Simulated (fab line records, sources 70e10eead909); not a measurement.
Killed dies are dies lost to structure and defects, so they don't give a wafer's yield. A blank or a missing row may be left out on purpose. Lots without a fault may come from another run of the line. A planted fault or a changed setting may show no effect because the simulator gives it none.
Which tool is to blame? ; flow nand-harc ; 7 lots with 21 wafers sampled at 3 steps, on a route of 1302 steps

== WHAT EACH GAUGE READ, for each wafer ==
NHARC_HYBRID_BOND_OVL_MEAS_05.
lot;measured;on;overlay-x-nm (nm)
L755;day 24 14:07;overlay-02;9 35 16
L758;day 24 14:07;overlay-01;28 -30 -7
L760;day 26 20:26;overlay-01;53
L770;day 30 01:05;overlay-02;-53 -26 91
L769;day 30 10:26;overlay-01;-23 53 -11
L774;day 31 20:17;overlay-01;10 -55 -44
L776;day 32 09:47;overlay-02;7 21 20

== TOOL THAT RAN EACH LOT (tool first, then ch and the chambers of the sampled wafers, then the start) ==
lot;NHARC_A_BONDPAD_ECD_18;NHARC_A_BONDPAD_ANNEAL_28
L755;ecd-cu-01 ch 0,1, day 24 03:40;rtp-anneal-02 ch 0, day 24 04:00
L758;ecd-cu-01 ch 0,1, day 24 06:19;rtp-anneal-02 ch 0, day 24 06:41
L760;ecd-cu-01 ch 0,1, day 26 06:49;rtp-anneal-01 ch 0, day 26 07:12
L770;ecd-cu-02 ch 0,1, day 29 13:57;rtp-anneal-01 ch 0, day 29 14:23
L769;ecd-cu-02 ch 0,1, day 29 23:41;rtp-anneal-02 ch 0, day 30 00:06
L774;ecd-cu-02 ch 0,1, day 31 10:31;rtp-anneal-02 ch 0, day 31 10:53
L776;ecd-cu-01 ch 0,1, day 31 23:16;rtp-anneal-02 ch 0, day 31 23:35
- NHARC_A_BONDPAD_ECD_18: material Cu, target thk 400 nm.
- NHARC_A_BONDPAD_ANNEAL_28: time 90 s.

== THE ANSWER, worked out from the rows above alone ==
Rule: usual is defined by the lots themselves. The widest of any qualifying gaps counts: lots, ordered by their means at a reading, are off when they make up no more than a third of the lots, leave a main group of 4 or more, and stand apart from it by 3 or more times the standard deviation of that group's means. Not used: any main group whose means are identical at the precision the tables above print for the reading. Also off: a lot with no number at a reading for which 4 or more lots have one. Any other lot the step has rows for is counted as sound.
None of the lots is off at any reading shown; this tells nothing.

== WHAT THE SIMULATOR PUT IN ==
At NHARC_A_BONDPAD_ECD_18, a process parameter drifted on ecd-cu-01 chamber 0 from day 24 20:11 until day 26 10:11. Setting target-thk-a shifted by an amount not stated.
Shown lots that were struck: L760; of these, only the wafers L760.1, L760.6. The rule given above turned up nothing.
